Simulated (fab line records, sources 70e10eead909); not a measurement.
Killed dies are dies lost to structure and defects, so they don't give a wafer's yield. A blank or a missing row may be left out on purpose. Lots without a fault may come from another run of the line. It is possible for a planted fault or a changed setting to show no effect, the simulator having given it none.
The tool behind it: which one? | flow nand_harc | Sampling: 6 lots, 18 wafers, 2 of 1302 route steps

== WHAT EACH GAUGE READ, for each wafer ==
NHARC_A_BONDPAD_CD_MEAS_09 targets a cd of 500 nm.
lot  | measured     | on        | cd_nm (nm)
L243 | day 23 19:10 | cd_sem-03 | 499.3 498.8 495.9
L254 | day 28 03:19 | cd_sem-01 | 500.3 500.6 502.4
L257 | day 29 05:51 | cd_sem-02 | 499.2 500.4 499.4
L259 | day 30 08:52 | cd_sem-03 | 499.9 501.3 499.2
L262 | day 31 11:34 | cd_sem-01 | 501.3 499.0 498.3
L264 | day 32 05:17 | cd_sem-02 | 501.1 500.0 500.8

== WHAT TOOL EACH LOT RAN ON (gives the tool, then ch and the chambers of the sampled wafers, and finally the start) ==
lot  | NHARC_A_BONDPAD_SOFTBAKE_04
L243 | litho_track-02 ch 0, day 23 18:00
L254 | litho_track-07 ch 0, day 28 02:00
L257 | litho_track-03 ch 0, day 29 05:00
L259 | litho_track-03 ch 0, day 30 08:00
L262 | litho_track-07 ch 0, day 31 11:00
L264 | litho_track-02 ch 0, day 32 04:00
- NHARC_A_BONDPAD_SOFTBAKE_04: time 70 s.

== THE ANSWER, worked out from the rows above alone ==
Rule: the lots themselves supply what counts as usual. The widest of any qualifying gaps counts: lots, ordered by their means at a reading, are off when they make up no more than a third of the lots, leave a main group of 4 or more, and stand apart from it by 3 or more times the standard deviation of that group's means. If all means in a main group match to the digits the tables above print for the reading, that group is not used. A lot without any number at a reading at which 4 lots or more have one is off too. The other lots that the step has rows for count as sound.
No lot is off on any of the readings shown, so nothing can be concluded from this.

== WHAT THE SIMULATOR HAD PUT IN ==
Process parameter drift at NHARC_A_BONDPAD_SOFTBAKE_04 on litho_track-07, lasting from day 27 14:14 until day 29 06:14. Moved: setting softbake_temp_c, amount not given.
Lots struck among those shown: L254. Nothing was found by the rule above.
